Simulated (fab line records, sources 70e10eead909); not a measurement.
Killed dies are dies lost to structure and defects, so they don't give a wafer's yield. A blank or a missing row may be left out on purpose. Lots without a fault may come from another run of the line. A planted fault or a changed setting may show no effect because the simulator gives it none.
Chamber matching | flow nand_harc | NHARC_P_M2_STRIP_18 on rie_diel-12: 4 sister chambers
The step strips in N2/H2. 8 wafers are shown with their chamber, then 10 later ones without.

WAFERS WITH THEIR CHAMBER
wafer  | chamber | drypump_motor_current_A (A) | oes_product_au (a.u.)
L076.3 | 2       | 5.2                         | 1.006
L085.3 | 1       | 5.9                         | 1.006
L085.5 | 2       | 5.2                         | 1.018
L086.1 | 0       | 5.5                         | 1.001
L086.4 | 3       | 6.6                         | 1.014
L086.6 | 3       | 6.7                         | 1.006
L091.3 | 1       | 6.0                         | 1.007
L091.4 | 0       | 5.6                         | 0.992

WAFERS WITHOUT THEIR CHAMBER
wafer  | drypump_motor_current_A (A) | oes_product_au (a.u.)
L091.5 | 6.6                         | 1.003
L093.2 | 5.2                         | 1.013
L093.3 | 5.5                         | 0.995
L093.6 | 5.6                         | 0.986
L094.1 | 5.2                         | 1.011
L094.3 | 6.7                         | 0.998
L094.4 | 5.5                         | 0.982
L097.1 | 6.6                         | 1.003
L097.3 | 5.2                         | 1.024
L097.4 | 5.6                         | 0.987

WHICH CHAMBER EACH WENT THROUGH
wafer  | from the rows above | in truth
L091.5 | 3                   | 3
L093.2 | 2                   | 2
L093.3 | 0                   | 0
L093.6 | 0                   | 0
L094.1 | 2                   | 2
L094.3 | 3                   | 3
L094.4 | 0                   | 0
L097.1 | 3                   | 3
L097.3 | 2                   | 2
L097.4 | 0                   | 0
Placed correctly: 10 of 10. Can't be placed from these rows: 0. Placed wrongly: 0.
How it was worked out, from the rows above alone: a wafer's distance from a chamber is the root of the sum, over the readings, of the square of ((its reading less the chamber's mean) divided by the reading's scatter). The wafer belongs to the nearest chamber; if the next one is less than 2 further off, it can't be placed. A chamber's mean is the mean of its shown wafers. The scatter: the root of (the sum of the squares of (reading less its chamber's mean) over the shown wafers, divided by (wafers less chambers)).
